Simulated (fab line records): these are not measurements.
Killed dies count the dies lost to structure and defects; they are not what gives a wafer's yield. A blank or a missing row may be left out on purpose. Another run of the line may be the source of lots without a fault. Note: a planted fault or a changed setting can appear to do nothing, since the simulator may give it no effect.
Split-lot study :: flow n5_finfet :: 21 wafers read from 7 lots, route of 1938 steps

ON THE SPLIT
At N5_BEOL_M8_DESCUM_33 (chemistry O2, time 7 s), the setting time_s was moved away from the recipe's 7 s on 7 of the 21 wafers read, by -17.3% to +19.2%. All remaining wafers had this setting at the recipe value.

There is no step in the file separating the split from the reading.

THE READING
CAR-EUV_of_BEOL_M8_COAT_22.thk_nm (the simulator's own value, which no gauge read), in nm, at N5_BEOL_M8_ETCH_72 (etches underlayer in N2/H2, target depth 6.5 nm, time 5.2 s). There is no usual value for it anywhere in the file. Here, 14 wafers ran the recipe; their average is 20.4 nm with a standard deviation of 0.091 nm.

wafer: L074.2
tool, chamber at the split: rie_diel-06, 2,1
time_s as run, s: 7
against the recipe: recipe
CAR-EUV_of_BEOL_M8_COAT_22.thk_nm, nm: 20.4
against lot-mates on the recipe: -

wafer: L074.3
tool, chamber at the split: rie_diel-06, 2,1
time_s as run, s: 7
against the recipe: recipe
CAR-EUV_of_BEOL_M8_COAT_22.thk_nm, nm: 20.2
against lot-mates on the recipe: -

wafer: L074.6
tool, chamber at the split: rie_diel-06, 0
time_s as run, s: 7
against the recipe: recipe
CAR-EUV_of_BEOL_M8_COAT_22.thk_nm, nm: 20.4
against lot-mates on the recipe: -

wafer: L078.4
tool, chamber at the split: rie_diel-06, 0,0,1
time_s as run, s: 7
against the recipe: recipe
CAR-EUV_of_BEOL_M8_COAT_22.thk_nm, nm: 20.4
against lot-mates on the recipe: -

wafer: L078.6
tool, chamber at the split: rie_diel-06, 0,0,1
time_s as run, s: 7
against the recipe: recipe
CAR-EUV_of_BEOL_M8_COAT_22.thk_nm, nm: 20.4
against lot-mates on the recipe: -

wafer: L078.5
tool, chamber at the split: rie_diel-06, 0,0,1
time_s as run, s: 7
against the recipe: recipe
CAR-EUV_of_BEOL_M8_COAT_22.thk_nm, nm: 20.6
against lot-mates on the recipe: -

wafer: L080.1
tool, chamber at the split: rie_diel-05, 2
time_s as run, s: 7
against the recipe: recipe
CAR-EUV_of_BEOL_M8_COAT_22.thk_nm, nm: 20.4
against lot-mates on the recipe: -

wafer: L080.5
tool, chamber at the split: rie_diel-05, 2
time_s as run, s: 7
against the recipe: recipe
CAR-EUV_of_BEOL_M8_COAT_22.thk_nm, nm: 20.4
against lot-mates on the recipe: -

wafer: L080.6
tool, chamber at the split: rie_diel-05, 0
time_s as run, s: 5.791
against the recipe: -17.3%
CAR-EUV_of_BEOL_M8_COAT_22.thk_nm, nm: 21
against lot-mates on the recipe: +0.6

wafer: L081.3
tool, chamber at the split: rie_diel-06, 1
time_s as run, s: 6.334
against the recipe: -9.5%
CAR-EUV_of_BEOL_M8_COAT_22.thk_nm, nm: 20.6
against lot-mates on the recipe: +0.2

wafer: L081.4
tool, chamber at the split: rie_diel-06, 1
time_s as run, s: 6.334
against the recipe: -9.5%
CAR-EUV_of_BEOL_M8_COAT_22.thk_nm, nm: 20.8
against lot-mates on the recipe: +0.4

wafer: L081.5
tool, chamber at the split: rie_diel-06, 2
time_s as run, s: 7
against the recipe: recipe
CAR-EUV_of_BEOL_M8_COAT_22.thk_nm, nm: 20.4
against lot-mates on the recipe: -

wafer: L089.2
tool, chamber at the split: rie_diel-05, 2,3
time_s as run, s: 8.347
against the recipe: +19.2%
CAR-EUV_of_BEOL_M8_COAT_22.thk_nm, nm: 19.6
against lot-mates on the recipe: -0.6

wafer: L089.4
tool, chamber at the split: rie_diel-05, 2,3
time_s as run, s: 8.347
against the recipe: +19.2%
CAR-EUV_of_BEOL_M8_COAT_22.thk_nm, nm: 19.6
against lot-mates on the recipe: -0.6

wafer: L089.5
tool, chamber at the split: rie_diel-05, 1
time_s as run, s: 7
against the recipe: recipe
CAR-EUV_of_BEOL_M8_COAT_22.thk_nm, nm: 20.2
against lot-mates on the recipe: -

wafer: L092.1
tool, chamber at the split: rie_diel-04, 1
time_s as run, s: 7
against the recipe: recipe
CAR-EUV_of_BEOL_M8_COAT_22.thk_nm, nm: 20.4
against lot-mates on the recipe: -

wafer: L092.3
tool, chamber at the split: rie_diel-04, 0
time_s as run, s: 7.904
against the recipe: +12.9%
CAR-EUV_of_BEOL_M8_COAT_22.thk_nm, nm: 20
against lot-mates on the recipe: -0.4

wafer: L092.5
tool, chamber at the split: rie_diel-04, 0
time_s as run, s: 7.904
against the recipe: +12.9%
CAR-EUV_of_BEOL_M8_COAT_22.thk_nm, nm: 20
against lot-mates on the recipe: -0.4

wafer: L095.1
tool, chamber at the split: rie_diel-05, 2,3,1
time_s as run, s: 7
against the recipe: recipe
CAR-EUV_of_BEOL_M8_COAT_22.thk_nm, nm: 20.4
against lot-mates on the recipe: -

wafer: L095.3
tool, chamber at the split: rie_diel-05, 2,3,1
time_s as run, s: 7
against the recipe: recipe
CAR-EUV_of_BEOL_M8_COAT_22.thk_nm, nm: 20.4
against lot-mates on the recipe: -

wafer: L095.2
tool, chamber at the split: rie_diel-05, 2,3,1
time_s as run, s: 7
against the recipe: recipe
CAR-EUV_of_BEOL_M8_COAT_22.thk_nm, nm: 20.4
against lot-mates on the recipe: -
The file does not say which wafer passed through which chamber wherever a row lists several chambers: such a row stands for several wafers.

THE FIT
A straight line over all 21 wafers: CAR-EUV_of_BEOL_M8_COAT_22.thk_nm changes by -0.0365 nm for each +1% of time_s; r = -0.96; the points scatter about the line by 0.094 nm.
The same after taking each lot's own level away (the mean of its wafers on the recipe; 21 wafers): -0.0319 nm for each +1%; r = -0.98; scatter 0.063 nm.
That fit puts the effect of the largest move of time_s on the reading at 0.61 nm.
From 20.20 to 20.47 nm: that is the span of the lots' own levels, equal to 2.9 times the standard deviation above.
So the lot-to-lot level changes the slope: the two fits differ.
Check: -0.614 nm against its lot-mates is what the line predicts for one of the wafers moved furthest among these (+19.2%) when that wafer is left out of the fit. Against them it came out at -0.6 nm.

ADDITIONAL SPLITS CARRIED BY THESE WAFERS
Note: prior to the reading, these wafers also went through further splits. Each is held against what the fit with the lots' levels taken away leaves over:
other split on the same wafers: N5_BEOL_M4_SPUTTER_48 time_s
wafers away from the commonest value: 8
r with CAR-EUV_of_BEOL_M8_COAT_22.thk_nm (lot level and that fit taken away): +0.09

other split on the same wafers: N5_BEOL_M6_TRENCH_ETCH_37 source_w
wafers away from the commonest value: 8
r with CAR-EUV_of_BEOL_M8_COAT_22.thk_nm (lot level and that fit taken away): +0.06

other split on the same wafers: N5_BEOL_M6_ALD_77 co_reactant_pulse_time_s
wafers away from the commonest value: 8
r with CAR-EUV_of_BEOL_M8_COAT_22.thk_nm (lot level and that fit taken away): +0.19

other split on the same wafers: N5_BEOL_M7_TRENCH_ETCH_37 bias_w
wafers away from the commonest value: 4
r with CAR-EUV_of_BEOL_M8_COAT_22.thk_nm (lot level and that fit taken away): +0.13

other split on the same wafers: N5_BEOL_M7_ETCH_41 source_w
wafers away from the commonest value: 8
r with CAR-EUV_of_BEOL_M8_COAT_22.thk_nm (lot level and that fit taken away): -0.22

THE WHOLE CHAIN: every reading that the file lists as answering this split, in the file's order
step: N5_BEOL_M8_DESCUM_33
what it does: chemistry O2, time 7 s
reading: CAR-EUV_of_BEOL_M8_COAT_22.thk_nm (the simulator's own value, which no gauge read)
change (the file's fit): -0.0337 nm for each +1% of the setting
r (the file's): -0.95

step: N5_BEOL_M8_ETCH_72
what it does: etches underlayer in N2/H2, target depth 6.5 nm, time 5.2 s
reading: CAR-EUV_of_BEOL_M8_COAT_22.thk_nm (the simulator's own value, which no gauge read)
change (the file's fit): -0.0323 nm for each +1% of the setting
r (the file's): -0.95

THE FILE'S OWN FIT
CAR-EUV_of_BEOL_M8_COAT_22.thk_nm changes by -0.0323 nm for each +1% of time_s, r = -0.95.
